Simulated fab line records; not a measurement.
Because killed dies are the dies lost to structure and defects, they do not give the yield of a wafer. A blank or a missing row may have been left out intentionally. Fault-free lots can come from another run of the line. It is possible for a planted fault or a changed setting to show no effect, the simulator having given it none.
Matching of chambers    flow n5-finfet    rie-diel-02 running N5_BEOL_M13_ETCH_38: 4 sister chambers
The step etches SiCN in CF4/N2, target depth 67.5 nm, time 71.9 s. 20 wafers are shown with their chamber, then 10 later ones without.

## WAFERS, EACH WITH ITS CHAMBER
wafer   chamber  showerhead-plenum-p-Torr (Torr)  drypump-motor-current-A (A)  throttle-valve-pct (%)
L078.2  0        2.20                             5.7                          15.71
L078.4  2        2.16                             5.2                          14.92
L078.6  2        2.16                             5.2                          14.93
L086.2  3        2.25                             6.3                          14.95
L086.3  0        2.20                             5.7                          15.73
L086.6  2        2.15                             5.1                          14.96
L087.1  2        2.15                             5.2                          14.95
L087.3  0        2.20                             5.7                          15.73
L087.6  1        2.03                             5.7                          15.13
L089.1  1        2.03                             5.7                          15.12
L089.5  2        2.15                             5.1                          14.96
L089.6  3        2.24                             6.3                          14.95
L090.1  0        2.20                             5.7                          15.75
L090.3  2        2.15                             5.2                          14.97
L090.4  3        2.24                             6.3                          14.97
L088.1  3        2.24                             6.3                          14.96
L088.4  2        2.15                             5.2                          14.96
L088.6  2        2.15                             5.1                          14.97
L093.1  2        2.15                             5.1                          14.97
L093.3  3        2.24                             6.3                          14.96

SIGNATURES, as means of the wafers listed above
reading                   chamber 0  chamber 1  chamber 2  chamber 3  scatter within a chamber
showerhead-plenum-p-Torr  2.2000     2.0300     2.1522     2.2420     0.00384
drypump-motor-current-A   5.700      5.700      5.156      6.300      0.0373
throttle-valve-pct        15.7300    15.1250    14.9544    14.9580    0.0153
Rule: a wafer's distance from a chamber is the root of the sum, over the readings, of the square of ((its reading less the chamber's mean) divided by the reading's scatter). If the next closest chamber is less than 2 further off than the closest, the wafer can't be placed; otherwise it belongs to the closest. How the scatter is found: for the shown wafers, subtract from each reading the mean of its chamber, square and add these, divide the total by (wafers less chambers), then take the root.

## WAFERS WITH NO CHAMBER GIVEN
wafer   showerhead-plenum-p-Torr (Torr)  drypump-motor-current-A (A)  throttle-valve-pct (%)
L093.4  2.03                             5.7                          15.13
L094.1  2.15                             5.2                          14.99
L094.5  2.20                             5.7                          15.74
L094.6  2.03                             5.7                          15.16
L092.1  2.03                             5.7                          15.14
L092.2  2.24                             6.3                          14.97
L092.4  2.15                             5.2                          14.98
L097.1  2.24                             6.3                          15.02
L097.3  2.15                             5.2                          15.00
L097.5  2.02                             5.7                          15.17

## WHICH CHAMBER EACH ONE RAN IN
wafer   from the rows above  in truth
L093.4  1                    1
L094.1  2                    2
L094.5  0                    0
L094.6  1                    1
L092.1  1                    1
L092.2  3                    3
L092.4  2                    2
L097.1  3                    3
L097.3  2                    2
L097.5  1                    1
10 of 10 placed correctly. Left unplaced by these rows: 0. 0 placed wrongly.
